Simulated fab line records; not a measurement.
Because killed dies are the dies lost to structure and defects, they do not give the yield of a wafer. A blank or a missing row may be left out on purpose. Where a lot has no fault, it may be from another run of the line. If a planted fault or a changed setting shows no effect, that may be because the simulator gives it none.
Matching of chambers	flow n5 finfet	N5_GATE_CUT_CMP_02 on cmp-04 has 4 sister chambers
The step polishes, stops on SiO2, t overpolish 12.7 s, target thk 0 nm. 16 wafers are shown with their chamber, then 8 later ones without.

## WAFERS, EACH WITH ITS CHAMBER
wafer	chamber	motor current A (A)	time to endpoint s (s)	slurry filter dp kPa (kPa)
L076.2	3	8.9	28.1	13.63
L076.5	1	9.1	28.7	13.47
L076.6	0	8.7	27.2	13.48
L077.2	0	8.6	28.1	13.32
L077.3	1	8.9	28.3	13.58
L077.6	2	9.8	26.9	13.59
L080.1	2	9.9	25.4	13.46
L080.4	3	9.4	26.3	13.65
L080.5	3	9.4	25.4	13.45
L084.3	2	10.0	25.5	13.56
L084.4	3	9.4	26.1	13.62
L084.6	0	8.5	29.0	13.54
L086.1	3	9.2	25.9	13.67
L086.3	2	9.7	25.7	13.58
L086.4	1	9.1	29.2	13.44
L089.2	1	9.1	25.2	13.40

SIGNATURES (means of the wafers above)
reading	chamber 0	chamber 1	chamber 2	chamber 3	scatter within a chamber
motor current A	8.600	9.050	9.850	9.260	0.156
time to endpoint s	28.100	27.850	25.875	26.360	1.19
slurry filter dp kPa	13.4467	13.4725	13.5475	13.6040	0.0844
Rule: a wafer lies at a distance from a chamber equal to the root of the sum of squares, over the readings, of (its reading less the chamber's mean, divided by the reading's scatter). If the next closest chamber is less than 2 further off than the closest, the wafer can't be placed; otherwise it belongs to the closest. The scatter is the square root of a quotient: the sum, over the shown wafers, of each reading's squared deviation from its chamber's mean, divided by wafers minus chambers.

## WAFERS WHOSE CHAMBER IS MISSING
wafer	motor current A (A)	time to endpoint s (s)	slurry filter dp kPa (kPa)
L089.4	9.2	25.3	13.33
L089.5	8.7	24.7	13.95
L092.1	8.7	25.0	13.62
L092.2	10.1	26.2	13.76
L092.3	9.3	26.8	13.57
L094.3	9.6	26.0	13.60
L094.5	9.3	23.1	13.36
L094.6	9.3	26.2	13.41

## WHICH CHAMBER EACH ONE RAN IN
wafer	from the rows above	in truth
L089.4	can't be placed: 1 or 3 or 0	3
L089.5	can't be placed: 3 or 1 or 0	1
L092.1	can't be placed: 0 or 1 or 3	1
L092.2	2	2
L092.3	can't be placed: 3 or 1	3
L094.3	can't be placed: 2 or 3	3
L094.5	can't be placed: 3 or 1 or 2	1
L094.6	can't be placed: 1 or 3 or 2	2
Correct placement for 1 of the 8. These rows do not allow placing 7 (true chamber among the candidates in 7). Wrongly placed: 0.
